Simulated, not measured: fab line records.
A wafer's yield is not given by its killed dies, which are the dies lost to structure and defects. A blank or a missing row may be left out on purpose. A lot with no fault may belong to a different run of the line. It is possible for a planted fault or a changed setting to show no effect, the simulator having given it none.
Which tool is to blame? | flow n5-finfet | Sampling: 24 lots, 72 wafers, 6 of 1938 route steps

WHAT EACH GAUGE READ, for each wafer
N5_PMOS_HMC_CHANNEL_EPI_INSPECT_30: inspects for defects (darkfield). Usual: raw-defect-count reads 19 (standard deviation 6.6).
lot  | measured    | on                | raw-defect-count | flag
L074 | day 1 21:12 | defect-inspect-02 | 26 27 29         |
L075 | day 2 02:19 | defect-inspect-01 | 15 29 22         |
L076 | day 2 07:47 | defect-inspect-01 | 15 18 18         |
L077 | day 2 14:52 | defect-inspect-01 | 39 20 29         |
L078 | day 2 20:50 | defect-inspect-02 | 11 23 16         |
L079 | day 3 02:04 | defect-inspect-02 | 28 26 37         |
L080 | day 3 07:52 | defect-inspect-02 | 18 10 9          |
L081 | day 3 14:30 | defect-inspect-01 | 15 19 17         |
L082 | day 3 20:16 | defect-inspect-02 | 26 22 21         |
L083 | day 4 03:01 | defect-inspect-02 | 24 15 21         |
L084 | day 4 08:10 | defect-inspect-02 | 10 21 23         |
L085 | day 4 13:59 | defect-inspect-02 | 15 16 18         |
L086 | day 4 19:58 | defect-inspect-02 | 14 27 29         |
L087 | day 5 03:01 | defect-inspect-02 | 14 19 22         |
L088 | day 5 07:44 | defect-inspect-01 | 19 23 21         |
L089 | day 5 13:50 | defect-inspect-01 | 23 29 16         |
L090 | day 5 20:26 | defect-inspect-02 | 22 8 14          |
L091 | day 6 03:09 | defect-inspect-02 | 14 16 22         |
L092 | day 6 08:20 | defect-inspect-01 | 21 23 16         |
L093 | day 6 14:56 | defect-inspect-01 | 10 16 15         |
L094 | day 6 21:40 | defect-inspect-01 | 19 12 19         |
L095 | day 7 02:35 | defect-inspect-01 | 13 13 11         |
L096 | day 7 08:02 | defect-inspect-01 | 25 29 26         |
L097 | day 7 13:53 | defect-inspect-02 | 13 18 18         |

N5_FIN_SAQP_THK_MEAS_07. Usual: thk-nm reads 60.0 nm (standard deviation 0.84).
lot  | measured    | on            | thk-nm (nm)    | flag
L074 | day 1 22:02 | film-metro-01 | 60.2 60.0 60.6 |
L075 | day 2 03:16 | film-metro-01 | 59.3 60.1 60.5 |
L076 | day 2 08:46 | film-metro-01 | 60.4 61.1 61.2 |
L077 | day 2 15:55 | film-metro-01 | 59.8 60.5 60.5 |
L078 | day 2 21:41 | film-metro-01 | 59.5 60.3 60.6 |
L079 | day 3 02:58 | film-metro-01 | 59.4 61.0 60.9 |
L080 | day 3 08:42 | film-metro-01 | 58.7 60.7 60.2 |
L081 | day 3 16:51 | film-metro-01 | 60.8 59.7 60.5 |
L082 | day 3 21:06 | film-metro-02 | 58.9 59.2 59.0 |
L083 | day 4 03:52 | film-metro-02 | 59.4 60.3 60.5 |
L084 | day 4 09:14 | film-metro-02 | 59.3 59.6 59.1 |
L085 | day 4 15:10 | film-metro-01 | 59.0 60.4 59.5 |
L086 | day 4 21:41 | film-metro-01 | 59.5 61.5 61.6 |
L087 | day 5 04:16 | film-metro-01 | 60.5 61.4 60.8 |
L088 | day 5 08:47 | film-metro-01 | 58.7 60.0 59.6 |
L089 | day 5 14:55 | film-metro-02 | 59.4 60.4 60.5 |
L090 | day 5 21:17 | film-metro-02 | 59.4 60.6 59.2 |
L091 | day 6 04:01 | film-metro-02 | 58.5 59.5 60.0 |
L092 | day 6 09:22 | film-metro-02 | 60.7 60.0 59.6 |
L093 | day 6 16:01 | film-metro-01 | 58.9 60.1 60.7 |
L094 | day 6 22:45 | film-metro-01 | 58.7 58.2 59.0 |
L095 | day 7 03:47 | film-metro-01 | 59.8 60.1 58.8 |
L096 | day 7 09:04 | film-metro-02 | 58.7 58.9 59.8 |
L097 | day 7 14:46 | film-metro-01 | 59.5 60.0 61.4 |

N5_FIN_SAQP_OVL_MEAS_17. Usual: for FIN_CORE_OVL the level is 0.3 nm and the standard deviation is 0.82.
lot  | measured    | on         | FIN_CORE_OVL (nm) | flag
L074 | day 1 22:28 | overlay-02 | 2.0 0.6 0.4       |
L075 | day 2 03:47 | overlay-02 | -1.2 -0.6 -0.5    |
L076 | day 2 09:10 | overlay-01 | -0.5 0.2 0.2      |
L077 | day 2 16:27 | overlay-01 | 0.0 -0.9 -0.2     |
L078 | day 2 22:12 | overlay-01 | -0.8 -0.2 -0.8    |
L079 | day 3 03:29 | overlay-02 | 0.5 1.3 1.0       |
L080 | day 3 09:15 | overlay-01 | 0.5 1.0 1.5       |
L081 | day 3 17:15 | overlay-01 | -0.2 -0.2 0.9     |
L082 | day 3 21:37 | overlay-01 | -0.4 0.3 1.1      |
L083 | day 4 04:23 | overlay-01 | 0.2 0.9 1.1       |
L084 | day 4 09:38 | overlay-02 | 0.4 0.1 0.3       |
L085 | day 4 15:43 | overlay-02 | -0.6 0.4 1.4      |
L086 | day 4 22:14 | overlay-02 | 0.1 0.4 -0.4      |
L087 | day 5 04:40 | overlay-02 | -0.9 0.1 0.5      |
L088 | day 5 09:11 | overlay-02 | -0.3 -0.2 -0.8    |
L089 | day 5 15:26 | overlay-01 | 0.0 -1.3 0.8      |
L090 | day 5 21:49 | overlay-01 | -0.2 1.6 0.5      |
L091 | day 6 04:32 | overlay-02 | 1.3 0.3 0.2       |
L092 | day 6 09:54 | overlay-02 | 1.5 0.5 1.2       |
L093 | day 6 16:25 | overlay-01 | 0.1 0.1 -0.9      |
L094 | day 6 23:16 | overlay-02 | 1.0 -0.7 0.0      |
L095 | day 7 04:20 | overlay-02 | 0.2 1.5 1.0       |
L096 | day 7 09:35 | overlay-01 | 0.4 -0.4 1.2      |
L097 | day 7 15:10 | overlay-01 | 2.5 0.0 0.9       |

EACH LOT AND THE TOOL THAT RAN IT (in order: tool; ch and the chambers of the sampled wafers; start)
lot  | N5_WELL_APT_EPI_41             | N5_PMOS_HMC_CHANNEL_EPI_HM_OPEN_15 | N5_FIN_SAQP_PECVD_48
L074 | epi-rpcvd-01 ch 0, day 1 17:15 | rie-diel-05 ch 1,2,3, day 1 18:23  | pecvd-02 ch 1,2, day 1 21:55
L075 | epi-rpcvd-03 ch 0, day 1 22:23 | rie-diel-04 ch 0,3, day 1 23:39    | pecvd-04 ch 0,1, day 2 03:08
L076 | epi-rpcvd-04 ch 0, day 2 04:07 | rie-diel-05 ch 0,1, day 2 05:08    | pecvd-02 ch 1,2, day 2 08:38
L077 | epi-rpcvd-04 ch 0, day 2 11:06 | rie-diel-05 ch 0,1,2, day 2 12:12  | pecvd-04 ch 0,2, day 2 15:47
L078 | epi-rpcvd-03 ch 0, day 2 16:56 | rie-diel-04 ch 0,2, day 2 18:11    | pecvd-04 ch 0,1, day 2 21:33
L079 | epi-rpcvd-04 ch 0, day 2 22:13 | rie-diel-03 ch 0,3, day 2 23:20    | pecvd-02 ch 1,2, day 3 02:47
L080 | epi-rpcvd-04 ch 0, day 3 04:10 | rie-diel-05 ch 2,3, day 3 05:12    | pecvd-04 ch 0,1, day 3 08:34
L081 | epi-rpcvd-03 ch 0, day 3 10:25 | rie-diel-05 ch 0,2,3, day 3 11:49  | pecvd-03 ch 0,1,2, day 3 16:44
L082 | epi-rpcvd-04 ch 0, day 3 16:28 | rie-diel-03 ch 0,3, day 3 17:35    | pecvd-04 ch 0,2, day 3 20:58
L083 | epi-rpcvd-04 ch 0, day 3 22:23 | rie-diel-05 ch 0,1, day 3 23:58    | pecvd-04 ch 0,1, day 4 03:44
L084 | epi-rpcvd-04 ch 0, day 4 04:22 | rie-diel-05 ch 0,3, day 4 05:30    | pecvd-04 ch 0,1,2, day 4 09:07
L085 | epi-rpcvd-03 ch 0, day 4 10:11 | rie-diel-03 ch 0,2, day 4 11:13    | pecvd-04 ch 0,1,2, day 4 15:02
L086 | epi-rpcvd-01 ch 0, day 4 16:13 | rie-diel-03 ch 0,2, day 4 17:17    | pecvd-03 ch 1,2, day 4 21:32
L087 | epi-rpcvd-04 ch 0, day 4 22:56 | rie-diel-04 ch 0,2,3, day 5 00:16  | pecvd-03 ch 0,1,2, day 5 04:08
L088 | epi-rpcvd-03 ch 0, day 5 04:03 | rie-diel-03 ch 0,2,3, day 5 05:04  | pecvd-03 ch 1,2, day 5 08:40
L089 | epi-rpcvd-04 ch 0, day 5 10:03 | rie-diel-05 ch 0,1,3, day 5 11:10  | pecvd-02 ch 0,2, day 5 14:47
L090 | epi-rpcvd-04 ch 0, day 5 16:16 | rie-diel-03 ch 0,2,3, day 5 17:42  | pecvd-03 ch 0,1,2, day 5 21:09
L091 | epi-rpcvd-03 ch 0, day 5 22:41 | rie-diel-05 ch 0,2,3, day 6 00:29  | pecvd-04 ch 0,1,2, day 6 03:53
L092 | epi-rpcvd-03 ch 0, day 6 04:44 | rie-diel-05 ch 2,3, day 6 05:40    | pecvd-03 ch 0,1,2, day 6 09:16
L093 | epi-rpcvd-03 ch 0, day 6 10:29 | rie-diel-04 ch 0,1,2, day 6 11:37  | pecvd-03 ch 1,2, day 6 15:53
L094 | epi-rpcvd-04 ch 0, day 6 16:55 | rie-diel-04 ch 0,2,3, day 6 18:58  | pecvd-04 ch 0,1,2, day 6 22:37
L095 | epi-rpcvd-03 ch 0, day 6 22:48 | rie-diel-05 ch 1,2,3, day 6 23:55  | pecvd-02 ch 0,1,2, day 7 03:39
L096 | epi-rpcvd-04 ch 0, day 7 04:01 | rie-diel-05 ch 1,2,3, day 7 05:21  | pecvd-04 ch 0,1,2, day 7 08:56
L097 | epi-rpcvd-03 ch 0, day 7 10:06 | rie-diel-03 ch 1,2,3, day 7 11:13  | pecvd-03 ch 1,2, day 7 14:38
- N5_WELL_APT_EPI_41: deposits Si from SiH4/H2, target thk 50 nm, time 297.7 s.
- N5_PMOS_HMC_CHANNEL_EPI_HM_OPEN_15: chemistry CHF3/O2, target SiO2, target depth 40.6 nm, time 20.3 s.
- N5_FIN_SAQP_PECVD_48: deposits SiNx from SiH4/NH3/N2, target thk 25 nm, time 22.1 s.

WHAT THE TOOLS THEMSELVES READ (means of the sampled wafers that have a number; where no wafer has one, the mark that the record gives instead)
N5_WELL_APT_EPI_41. Usual: throttle-valve-pct reads 11.5 % (standard deviation 0.58).
lot  | tool         | throttle-valve-pct (%) | flag
L074 | epi-rpcvd-01 | 12.0                   |
L075 | epi-rpcvd-03 | 11.0                   |
L076 | epi-rpcvd-04 | 12.0                   |
L077 | epi-rpcvd-04 | 12.0                   |
L078 | epi-rpcvd-03 | 10.9                   |
L079 | epi-rpcvd-04 | 12.0                   |
L080 | epi-rpcvd-04 | 12.0                   |
L081 | epi-rpcvd-03 | 10.9                   |
L082 | epi-rpcvd-04 | 12.1                   |
L083 | epi-rpcvd-04 | 11.9                   |
L084 | epi-rpcvd-04 | 12.0                   |
L085 | epi-rpcvd-03 | 10.8                   |
L086 | epi-rpcvd-01 | 12.0                   |
L087 | epi-rpcvd-04 | 12.1                   |
L088 | epi-rpcvd-03 | 10.9                   |
L089 | epi-rpcvd-04 | 11.9                   |
L090 | epi-rpcvd-04 | 12.0                   |
L091 | epi-rpcvd-03 | 10.9                   |
L092 | epi-rpcvd-03 | 10.7                   |
L093 | epi-rpcvd-03 | 11.0                   |
L094 | epi-rpcvd-04 | 12.0                   |
L095 | epi-rpcvd-03 | 10.9                   |
L096 | epi-rpcvd-04 | 11.9                   |
L097 | epi-rpcvd-03 | 10.9                   |

N5_PMOS_HMC_CHANNEL_EPI_HM_OPEN_15. Usual: bias-w 170.0 W, standard deviation 0.51; drypump-motor-current-A 5.7 A, standard deviation 0.44; oes-product-au 0.83 a.u., standard deviation 0.097; rf-vpp-V 522 V, standard deviation 5.1; showerhead-plenum-p-Torr 2.43 Torr, standard deviation 0.09; throttle-valve-pct 18.86 %, standard deviation 0.24.
lot  | tool        | bias-w (W) | drypump-motor-current-A (A) | oes-product-au (a.u.) | rf-vpp-V (V) | showerhead-plenum-p-Torr (Torr) | throttle-valve-pct (%) | flag
L074 | rie-diel-05 | 170.2      | 5.4                         | 0.88                  | 523          | 2.51                            | 18.67                  |
L075 | rie-diel-04 | 169.4      | 6.2                         | 0.78                  | 519          | 2.38                            | 18.74                  |
L076 | rie-diel-05 | 170.3      | 5.6                         | 0.97                  | 523          | 2.50                            | 18.75                  |
L077 | rie-diel-05 | 170.3      | 5.7                         | 0.96                  | 525          | 2.49                            | 18.77                  |
L078 | rie-diel-04 | 169.9      | 5.8                         | 0.76                  | 521          | 2.44                            | 18.71                  |
L079 | rie-diel-03 | 170.3      | 5.6                         | 0.76                  | 523          | 2.38                            | 19.14                  |
L080 | rie-diel-05 | 169.3      | 5.3                         | 0.80                  | 522          | 2.45                            | 18.74                  |
L081 | rie-diel-05 | 170.2      | 5.7                         | 0.86                  | 524          | 2.44                            | 18.83                  |
L082 | rie-diel-03 | 170.3      | 5.6                         | 0.76                  | 523          | 2.38                            | 19.15                  |
L083 | rie-diel-05 | 170.1      | 6.0                         | 0.93                  | 523          | 2.43                            | 18.90                  |
L084 | rie-diel-05 | 169.8      | 5.6                         | 0.79                  | 520          | 2.39                            | 18.88                  |
L085 | rie-diel-03 | 169.7      | 5.9                         | 0.86                  | 526          | 2.44                            | 18.75                  |
L086 | rie-diel-03 | 169.9      | 5.9                         | 0.86                  | 526          | 2.44                            | 18.75                  |
L087 | rie-diel-04 | 169.6      | 5.7                         | 0.76                  | 518          | 2.41                            | 18.75                  |
L088 | rie-diel-03 | 170.4      | 5.9                         | 0.77                  | 522          | 2.38                            | 19.04                  |
L089 | rie-diel-05 | 169.8      | 5.6                         | 0.85                  | 522          | 2.44                            | 18.83                  |
L090 | rie-diel-03 | 170.0      | 5.9                         | 0.77                  | 522          | 2.38                            | 19.05                  |
L091 | rie-diel-05 | 170.1      | 5.7                         | 0.83                  | 523          | 2.43                            | 18.86                  |
L092 | rie-diel-05 | 169.8      | 5.3                         | 0.76                  | 521          | 2.44                            | 18.79                  |
L093 | rie-diel-04 | 170.1      | 5.5                         | 0.79                  | 518          | 2.42                            | 18.89                  |
L094 | rie-diel-04 | 170.2      | 5.7                         | 0.74                  | 518          | 2.40                            | 18.77                  |
L095 | rie-diel-05 | 169.6      | 5.3                         | 0.83                  | 522          | 2.49                            | 18.74                  |
L096 | rie-diel-05 | 170.4      | 5.4                         | 0.82                  | 523          | 2.49                            | 18.75                  |
L097 | rie-diel-03 | 170.1      | 6.1                         | 0.85                  | 520          | 2.44                            | 18.84                  |

N5_FIN_SAQP_PECVD_48. Usual: heater-power-outer-w 470 W, standard deviation 74; heater-power-w 773 W, standard deviation 96; showerhead-plenum-p-Torr 5.11 Torr, standard deviation 0.054; showerhead-vpp-V 1072 V, standard deviation 46; throttle-valve-pct 39.3 %, standard deviation 2.5.
lot  | tool     | heater-power-outer-w (W) | heater-power-w (W) | showerhead-plenum-p-Torr (Torr) | showerhead-vpp-V (V) | throttle-valve-pct (%) | flag
L074 | pecvd-02 | 412                      | 673                | 5.11                            | 1071                 | 41.5                   |
L075 | pecvd-04 | 456                      | 762                | 5.08                            | 1039                 | 38.0                   |
L076 | pecvd-02 | 387                      | 627                | 5.17                            | 1103                 | 41.7                   |
L077 | pecvd-04 | 467                      | 764                | 5.09                            | 1023                 | 37.6                   |
L078 | pecvd-04 | 386                      | 680                | 5.09                            | 1027                 | 38.0                   |
L079 | pecvd-02 | 404                      | 676                | 5.12                            | 1074                 | 41.5                   |
L080 | pecvd-04 | 445                      | 769                | 5.10                            | 1046                 | 37.7                   |
L081 | pecvd-03 | 460                      | 787                | 5.14                            | 1075                 | 40.6                   |
L082 | pecvd-04 | 423                      | 699                | 5.09                            | 1023                 | 37.8                   |
L083 | pecvd-04 | 494                      | 831                | 5.09                            | 1046                 | 37.7                   |
L084 | pecvd-04 | 521                      | 836                | 5.10                            | 1049                 | 37.7                   |
L085 | pecvd-04 | 489                      | 791                | 5.10                            | 1048                 | 37.5                   |
L086 | pecvd-03 | 484                      | 765                | 5.14                            | 1109                 | 41.4                   |
L087 | pecvd-03 | 488                      | 814                | 5.14                            | 1086                 | 40.5                   |
L088 | pecvd-03 | 450                      | 762                | 5.11                            | 1083                 | 39.3                   |
L089 | pecvd-02 | 461                      | 743                | 5.05                            | 1068                 | 40.6                   |
L090 | pecvd-03 | 426                      | 732                | 5.14                            | 1090                 | 40.6                   |
L091 | pecvd-04 | 509                      | 829                | 5.09                            | 1060                 | 37.5                   |
L092 | pecvd-03 | 444                      | 757                | 5.15                            | 1087                 | 40.6                   |
L093 | pecvd-03 | 432                      | 752                | 5.10                            | 1070                 | 39.4                   |
L094 | pecvd-04 | 462                      | 769                | 5.09                            | 1051                 | 37.6                   |
L095 | pecvd-02 | 474                      | 752                | 5.10                            | 1096                 | 41.1                   |
L096 | pecvd-04 | 483                      | 792                | 5.09                            | 1056                 | 37.5                   |
L097 | pecvd-03 | 427                      | 714                | 5.13                            | 1114                 | 41.7                   |

THE ANSWER, worked out from the rows above alone
Rule: a lot is off if the mean of its wafers that have a number lies more than 3 standard deviations from the usual mean. Also off: a lot with no number at a reading for which 4 or more lots have one. The other lots that the step has rows for count as sound. After the gauges, taken in route order, come the tools' own readings; for these a lot's mean is taken, as printed above. The first step at which some lot is off is used, and at that step the reading that is off furthest; a lot without a number counts as furthest.
No lot is off at any reading shown: from this, nothing can be told.

WHAT THE SIMULATOR HAD INSERTED
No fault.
